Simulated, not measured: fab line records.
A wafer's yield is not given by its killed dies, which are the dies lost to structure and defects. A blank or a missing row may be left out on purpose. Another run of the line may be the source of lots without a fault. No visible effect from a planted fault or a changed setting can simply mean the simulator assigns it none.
Split-lot study ; flow n5_finfet ; 7 lots, 39 wafers read, on a route of 1938 steps

THE SPLIT ITSELF
At N5_MOL_CONTACT_COAG_EXPOSE_37 (exposes mask VD, defocus 0 nm), the setting dose_mj was moved away from the recipe's 62 on 15 of the 39 wafers read, by -7.6% to +4.8%. The other wafers ran this setting at the recipe's value.

FROM THE SPLIT TO THE READING: what the file shows between them, 8 steps
- N5_MOL_CONTACT_COAG_PEB_38: peb time 60 s
- N5_MOL_CONTACT_COAG_DEVELOP_39: develop time 30 s
- N5_MOL_CONTACT_COAG_CD_MEAS_40: target cd 25.1 nm
- N5_MOL_CONTACT_COAG_ETCH_124: etches SiNx in CH3F/O2, stops on SiOC, target depth 6.5 nm (also split here: target_depth_a)
- N5_MOL_CONTACT_COAG_ETCH_48: etches SiOC in C4F6/O2, target depth 15 nm, overetch 4.5 nm, time 17 s
- N5_MOL_CONTACT_COAG_STRIP_72: strips in N2/H2
- N5_MOL_CONTACT_COAG_PRECLEAN_138: cleans in alkaline clean, time 60 s
- N5_MOL_CONTACT_COAG_SRD_139: time 30 s

THE READING
cd_nm (nm) at N5_MOL_CONTACT_COAG_CD_MEAS_101, where the cd target is 16 nm. On this fab line, fault-free wafers typically give 15.96 nm with a standard deviation of 0.27 nm.

wafer;tool, chamber at the split;dose_mj as run;against the recipe;cd_nm, nm;against lot-mates on the recipe
L077.1;euv_scanner-01, 0;62;recipe;15.74;-
L077.2;euv_scanner-01, 0;64.98;+4.8%;16.77;+0.83
L077.3;euv_scanner-01, 0;62;recipe;15.90;-
L077.4;euv_scanner-01, 0;62;recipe;16.17;-
L077.5;euv_scanner-01, 0;64.98;+4.8%;17.16;+1.22
L077.6;euv_scanner-01, 0;64.98;+4.8%;17.14;+1.20
L078.1;euv_scanner-01, 0;59.06;-4.7%;15.13;-0.93
L078.2;euv_scanner-01, 0;62;recipe;16.00;-
L078.3;euv_scanner-01, 0;62;recipe;16.02;-
L078.4;euv_scanner-01, 0;59.06;-4.7%;15.24;-0.82
L078.5;euv_scanner-01, 0;62;recipe;16.15;-
L078.6;euv_scanner-01, 0;59.06;-4.7%;14.91;-1.15
L079.1;euv_scanner-01, 0;62;recipe;15.53;-
L079.2;euv_scanner-01, 0;62;recipe;15.92;-
L079.3;euv_scanner-01, 0;60.24;-2.8%;15.56;-0.18
L079.4;euv_scanner-01, 0;60.24;-2.8%;15.60;-0.14
L079.5;euv_scanner-01, 0;62;recipe;15.78;-
L079.6;euv_scanner-01, 0;60.24;-2.8%;15.24;-0.50
L081.1;euv_scanner-02, 0;62;recipe;15.65;-
L081.2;euv_scanner-02, 0;57.28;-7.6%;13.94;-1.93
L081.3;euv_scanner-02, 0;57.28;-7.6%;14.15;-1.72
L081.4;euv_scanner-02, 0;57.28;-7.6%;14.20;-1.67
L081.5;euv_scanner-02, 0;62;recipe;15.66;-
L081.6;euv_scanner-02, 0;62;recipe;16.29;-
L090.3;euv_scanner-02, 0;62;recipe;16.09;-
L090.5;euv_scanner-02, 0;62;recipe;16.41;-
L090.6;euv_scanner-02, 0;62;recipe;15.97;-
L094.1;euv_scanner-02, 0;62;recipe;15.78;-
L094.2;euv_scanner-02, 0;62;recipe;15.88;-
L094.3;euv_scanner-02, 0;62;recipe;15.82;-
L094.4;euv_scanner-02, 0;62;recipe;16.11;-
L094.5;euv_scanner-02, 0;62;recipe;16.03;-
L094.6;euv_scanner-02, 0;62;recipe;15.79;-
L097.1;euv_scanner-02, 0;64.28;+3.7%;16.77;+0.95
L097.2;euv_scanner-02, 0;62;recipe;15.91;-
L097.3;euv_scanner-02, 0;62;recipe;15.56;-
L097.4;euv_scanner-02, 0;64.28;+3.7%;16.77;+0.95
L097.5;euv_scanner-02, 0;64.28;+3.7%;16.76;+0.94
L097.6;euv_scanner-02, 0;62;recipe;15.99;-

FIT RESULTS
A straight line over all 39 wafers: cd_nm changes by +0.221 nm for each +1% of dose_mj; r = +0.96; the points scatter about the line by 0.21 nm.
The same after taking each lot's own level away (the mean of its wafers on the recipe; 39 wafers): +0.222 nm for each +1%; r = +0.96; scatter 0.2 nm.
The reading moves by 1.7 nm for the largest change in dose_mj, on that fit.
Across the lots, their own levels run from 15.743 to 16.157 nm, a range of 1.5 times the standard deviation given above.
So the lot-to-lot level changes the slope little: the two slopes agree.
Check: -1.6 nm against its lot-mates is what the line predicts for one of the wafers moved furthest among these (-7.6%) when that wafer is left out of the fit. It came out at -1.93 nm against them.

ADDITIONAL SPLITS CARRIED BY THESE WAFERS
These wafers also went through other splits before the reading. Each is held against what the fit with the lots' levels taken away leaves over:
other split on the same wafers;wafers away from the commonest value;r with cd_nm (lot level and that fit taken away)
N5_DUMMY_GATE_ETCH_42 bias_w;12;+0.04
N5_GATE_CUT_ETCH_56 icp_w;15;-0.33
N5_MOL_CONTACT_COAG_ETCH_47 source_w;12;+0.05
N5_MOL_CONTACT_COAG_ETCH_124 target_depth_a;12;-0.06

THE WHOLE CHAIN: every reading that the file lists as answering this split, in the file's order
step;what it does;reading;change (the file's fit);r (the file's)
N5_MOL_CONTACT_COAG_CD_MEAS_40;target cd 25.1 nm;cd_nm;+0.172 nm for each +1% of the setting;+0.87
N5_MOL_CONTACT_COAG_CD_MEAS_101;target cd 16 nm;cd_nm;+0.22 nm for each +1% of the setting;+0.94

FILE'S OWN FIT
cd_nm changes by +0.22 nm for each +1% of dose_mj, r = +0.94.
